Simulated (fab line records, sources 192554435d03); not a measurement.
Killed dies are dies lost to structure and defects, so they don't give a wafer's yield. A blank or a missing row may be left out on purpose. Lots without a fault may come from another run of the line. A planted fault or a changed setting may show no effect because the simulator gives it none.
Chamber matching | flow n5_finfet | N5_BEOL_M8_ETCH_62 on rie_diel-05: 4 sister chambers
The step etches SOC in N2/H2, target depth 110 nm, overetch 22 nm, time 165 s. 4 wafers are shown with their chamber, then 11 later ones without.

WAFERS WITH THEIR CHAMBER
wafer  | chamber | throttle_valve_pct (%)
L090.3 | 1       | 17.5
L091.2 | 3       | 17.3
L091.3 | 0       | 17.8
L089.1 | 2       | 18.1

WAFERS WITHOUT THEIR CHAMBER
wafer  | throttle_valve_pct (%)
L089.4 | 17.5
L089.5 | 17.3
L095.2 | 17.6
L095.3 | 17.8
L095.4 | 17.8
L096.2 | 17.6
L096.4 | 17.7
L096.6 | 17.6
L097.3 | 17.7
L097.5 | 17.7
L097.6 | 17.6

WHICH CHAMBER EACH WENT THROUGH
wafer  | from the rows above     | in truth
L089.4 | 1                       | 1
L089.5 | 3                       | 3
L095.2 | can't be placed: 1 or 0 | 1
L095.3 | 0                       | 0
L095.4 | 0                       | 0
L096.2 | can't be placed: 1 or 0 | 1
L096.4 | can't be placed: 0 or 1 | 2
L096.6 | can't be placed: 1 or 0 | 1
L097.3 | can't be placed: 0 or 1 | 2
L097.5 | can't be placed: 0 or 1 | 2
L097.6 | can't be placed: 1 or 0 | 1
Placed correctly: 4 of 11. Can't be placed from these rows: 7 (the true chamber is among the candidates in 4). Placed wrongly: 0.
How it was worked out, from the rows above alone: a wafer's distance from a chamber is the root of the sum, over the readings, of the square of ((its reading less the chamber's mean) divided by the reading's scatter). The wafer belongs to the nearest chamber; if the next one is less than 2 further off, it can't be placed. A chamber's mean is the mean of its shown wafers. The scatter: with one shown wafer a chamber, the root of the mean of the squares of how far each hidden wafer lies from its nearest shown one.
